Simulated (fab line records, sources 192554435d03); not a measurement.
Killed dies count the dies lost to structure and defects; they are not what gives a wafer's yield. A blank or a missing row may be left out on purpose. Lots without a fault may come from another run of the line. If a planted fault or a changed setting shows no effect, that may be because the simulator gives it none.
Split-lot trial -- flow n5-finfet -- 21 wafers read across 7 lots, on a route 1938 steps long

== THE SPLIT ITSELF ==
At N5_BEOL_M12_COAT_04 (resist thk 400 nm), the setting spin-rpm was moved away from the recipe's 1625 rpm on 8 of the 21 wafers read, by -6.0% to +8.4%. All remaining wafers had this setting at the recipe value.

== FROM THE SPLIT TO THE READING: what the file shows between them, 3 steps ==
- N5_BEOL_M12_EBR_06
- N5_BEOL_M12_SOFTBAKE_05: time 60 s
- N5_BEOL_M12_DESCUM_15: chemistry O2, time 7.9 s

== THE READING ==
coat_of_BEOL_M12_COAT_04.thk-nm (the simulator's own value, which no gauge read), in nm, at N5_BEOL_M12_ETCH_59 (etches BARC in N2/H2, target depth 89 nm, overetch 26.7 nm, time 67.9 s). There is no usual value for it anywhere in the file. The 13 wafers here that ran the recipe average 319.1 nm, standard deviation 1.5 nm.

wafer,"tool, chamber at the split","spin-rpm as run, rpm",against the recipe,"coat_of_BEOL_M12_COAT_04.thk-nm, nm",against lot-mates on the recipe
L074.3,"litho-track-02, 0",1625,recipe,315.6,-
L074.4,"litho-track-02, 0",1625,recipe,317.8,-
L074.6,"litho-track-02, 0",1625,recipe,317.4,-
L076.2,"litho-track-01, 0",1568,-3.5%,327,+8.4
L076.3,"litho-track-01, 0",1625,recipe,318.6,-
L076.6,"litho-track-01, 0",1568,-3.5%,325.4,+6.8
L077.2,"litho-track-02, 0",1541,-5.2%,328.8,+9.4
L077.3,"litho-track-02, 0",1625,recipe,319.6,-
L077.4,"litho-track-02, 0",1625,recipe,319.2,-
L078.1,"litho-track-05, 0",1625,recipe,320.8,-
L078.2,"litho-track-05, 0",1761,+8.4%,305.6,-14.9
L078.5,"litho-track-05, 0",1625,recipe,320.2,-
L079.1,"litho-track-01, 0",1722,+6.0%,304.2,-14.8
L079.3,"litho-track-01, 0",1625,recipe,319,-
L079.5,"litho-track-01, 0",1722,+6.0%,304.8,-14.2
L096.1,"litho-track-02, 0",1625,recipe,319.2,-
L096.3,"litho-track-02, 0",1528,-6.0%,329.4,+10.2
L096.6,"litho-track-02, 0",1528,-6.0%,329.2,+10.0
L097.1,"litho-track-02, 0",1625,recipe,321.6,-
L097.2,"litho-track-02, 0",1625,recipe,319,-
L097.6,"litho-track-02, 0",1625,recipe,320.6,-

THE FIT
A straight line over all 21 wafers: coat_of_BEOL_M12_COAT_04.thk-nm changes by -1.93 nm for each +1% of spin-rpm; r = -0.97; the points scatter about the line by 1.8 nm.
The same after taking each lot's own level away (the mean of its wafers on the recipe; 21 wafers): -1.98 nm for each +1%; r = -0.99; scatter 1.3 nm.
Per that fit: largest spin-rpm move, reading shift of 17 nm.
Across the lots, their own levels run from 316.93 to 320.50 nm, a range of 2.3 times the standard deviation given above.
Consequently the slope shifts little with the lot-to-lot level, the two slopes agreeing.
Check: -17.8 nm against its lot-mates is what the line predicts for one of the wafers moved furthest among these (+8.4%) when that wafer is left out of the fit. Against them it came out at -14.9 nm.

== THE WHOLE CHAIN: every reading that the file lists as answering this split, in the file's order ==
step,what it does,reading,change (the file's fit),r (the file's)
N5_BEOL_M12_COAT_04,resist thk 400 nm,"coat_of_BEOL_M12_COAT_04.thk-nm (the simulator's own value, which no gauge read)",-1.98 nm for each +1% of the setting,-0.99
N5_BEOL_M12_ETCH_59,"etches BARC in N2/H2, target depth 89 nm, overetch 26.7 nm, time 67.9 s","coat_of_BEOL_M12_COAT_04.thk-nm (the simulator's own value, which no gauge read)",-1.92 nm for each +1% of the setting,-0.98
N5_BEOL_M12_STRIP_63,strips in N2/H2,strip-time-to-endpoint-s,withheld for each +1% of the setting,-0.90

== THE FILE'S OWN FIT ==
coat_of_BEOL_M12_COAT_04.thk-nm changes by -1.92 nm for each +1% of spin-rpm, r = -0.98.
